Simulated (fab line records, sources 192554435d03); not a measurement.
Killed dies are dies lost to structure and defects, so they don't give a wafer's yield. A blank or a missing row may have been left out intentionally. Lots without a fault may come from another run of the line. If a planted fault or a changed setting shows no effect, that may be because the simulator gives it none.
Split-lot study / flow n5-finfet / 21 wafers read from 7 lots, route of 1938 steps

== ON THE SPLIT ==
At N5_BEOL_M1_ILD_DEP_00 (deposits SiOC from DEMS/O2, target thk 79 nm, time 15.3 s), the setting time-s was moved away from the recipe's 15.3 s on 6 of the 21 wafers read, by -10.2% to +9.8%. For the rest of the wafers, this setting stayed at what the recipe calls for.

The file shows no step between the split and the reading.

== THE READING ==
M1_ILD_THK (nm), taken at N5_BEOL_M1_THK_MEAS_01. On this fab line, fault-free wafers typically give 78.6 nm with a standard deviation of 1 nm.

wafer=L080.1; tool, chamber at the split=pecvd-03, 2; time-s as run, s=15.3; against the recipe=recipe; M1_ILD_THK, nm=76.9; against lot-mates on the recipe=-
wafer=L080.3; tool, chamber at the split=pecvd-03, 0; time-s as run, s=15.3; against the recipe=recipe; M1_ILD_THK, nm=77.6; against lot-mates on the recipe=-
wafer=L080.6; tool, chamber at the split=pecvd-03, 2; time-s as run, s=15.3; against the recipe=recipe; M1_ILD_THK, nm=78.3; against lot-mates on the recipe=-
wafer=L083.2; tool, chamber at the split=pecvd-02, 0; time-s as run, s=14.34; against the recipe=-6.3%; M1_ILD_THK, nm=72.9; against lot-mates on the recipe=-6.1
wafer=L083.4; tool, chamber at the split=pecvd-02, 1; time-s as run, s=15.3; against the recipe=recipe; M1_ILD_THK, nm=79.1; against lot-mates on the recipe=-
wafer=L083.6; tool, chamber at the split=pecvd-02, 2; time-s as run, s=15.3; against the recipe=recipe; M1_ILD_THK, nm=78.9; against lot-mates on the recipe=-
wafer=L084.1; tool, chamber at the split=pecvd-01, 0; time-s as run, s=15.3; against the recipe=recipe; M1_ILD_THK, nm=78.2; against lot-mates on the recipe=-
wafer=L084.3; tool, chamber at the split=pecvd-01, 2; time-s as run, s=15.3; against the recipe=recipe; M1_ILD_THK, nm=78.4; against lot-mates on the recipe=-
wafer=L084.6; tool, chamber at the split=pecvd-01, 1; time-s as run, s=15.3; against the recipe=recipe; M1_ILD_THK, nm=79.2; against lot-mates on the recipe=-
wafer=L086.1; tool, chamber at the split=pecvd-02, 1; time-s as run, s=15.3; against the recipe=recipe; M1_ILD_THK, nm=78.4; against lot-mates on the recipe=-
wafer=L086.4; tool, chamber at the split=pecvd-02, 2; time-s as run, s=15.3; against the recipe=recipe; M1_ILD_THK, nm=79.1; against lot-mates on the recipe=-
wafer=L086.6; tool, chamber at the split=pecvd-02, 1; time-s as run, s=16.8; against the recipe=+9.8%; M1_ILD_THK, nm=87.2; against lot-mates on the recipe=+8.5
wafer=L090.1; tool, chamber at the split=pecvd-01, 2; time-s as run, s=13.74; against the recipe=-10.2%; M1_ILD_THK, nm=70.8; against lot-mates on the recipe=-9.0
wafer=L090.3; tool, chamber at the split=pecvd-01, 1; time-s as run, s=13.74; against the recipe=-10.2%; M1_ILD_THK, nm=69.5; against lot-mates on the recipe=-10.3
wafer=L090.5; tool, chamber at the split=pecvd-01, 1; time-s as run, s=15.3; against the recipe=recipe; M1_ILD_THK, nm=79.8; against lot-mates on the recipe=-
wafer=L093.2; tool, chamber at the split=pecvd-01, 2; time-s as run, s=15.3; against the recipe=recipe; M1_ILD_THK, nm=77.4; against lot-mates on the recipe=-
wafer=L093.3; tool, chamber at the split=pecvd-01, 0; time-s as run, s=16.05; against the recipe=+4.9%; M1_ILD_THK, nm=80.5; against lot-mates on the recipe=+2.7
wafer=L093.5; tool, chamber at the split=pecvd-01, 0; time-s as run, s=15.3; against the recipe=recipe; M1_ILD_THK, nm=78.3; against lot-mates on the recipe=-
wafer=L097.2; tool, chamber at the split=pecvd-03, 1; time-s as run, s=15.3; against the recipe=recipe; M1_ILD_THK, nm=77.5; against lot-mates on the recipe=-
wafer=L097.3; tool, chamber at the split=pecvd-03, 2; time-s as run, s=15.3; against the recipe=recipe; M1_ILD_THK, nm=77.8; against lot-mates on the recipe=-
wafer=L097.5; tool, chamber at the split=pecvd-03, 2; time-s as run, s=15.97; against the recipe=+4.4%; M1_ILD_THK, nm=81.9; against lot-mates on the recipe=+4.2

THE FIT
A straight line over all 21 wafers: M1_ILD_THK changes by +0.811 nm for each +1% of time-s; r = +0.97; the points scatter about the line by 0.86 nm.
The same after taking each lot's own level away (the mean of its wafers on the recipe; 21 wafers): +0.901 nm for each +1%; r = +0.99; scatter 0.59 nm.
Per that fit: largest time-s move, reading shift of 9.2 nm.
The span of the lots' own levels, 77.60 to 79.80 nm, comes to 2.2 times the standard deviation stated above.
The two slopes are in agreement: the lot-to-lot level therefore moves the slope only a little.
Check: -9.49 nm against its lot-mates is what the line predicts for one of the wafers moved furthest among these (-10.2%) when that wafer is left out of the fit. Against them it came out at -9 nm.

== THESE WAFERS: OTHER SPLITS ==
Note: prior to the reading, these wafers also went through further splits. Each is held against what the fit with the lots' levels taken away leaves over:
other split on the same wafers=N5_MOL_CONTACT_COAG_CONTACT_ETCH_14 source-w; wafers away from the commonest value=10; r with M1_ILD_THK (lot level and that fit taken away)=-0.30
other split on the same wafers=N5_MOL_CONTACT_COAG_ETCH_67 source-w; wafers away from the commonest value=8; r with M1_ILD_THK (lot level and that fit taken away)=-0.07

== THE WHOLE CHAIN: every reading that the file lists as answering this split, in the file's order ==
step=N5_BEOL_M1_ILD_DEP_00; what it does=deposits SiOC from DEMS/O2, target thk 79 nm, time 15.3 s; reading=SiOC_of_BEOL_M1_ILD_DEP_00.thk-nm (the simulator's own value, which no gauge read); change (the file's fit)=+0.895 nm for each +1% of the setting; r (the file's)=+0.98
step=N5_BEOL_M1_THK_MEAS_01; what it does=; reading=M1_ILD_THK; change (the file's fit)=+0.893 for each +1% of the setting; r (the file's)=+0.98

== THE FILE'S OWN FIT ==
M1_ILD_THK changes by +0.893 nm for each +1% of time-s, r = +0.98.
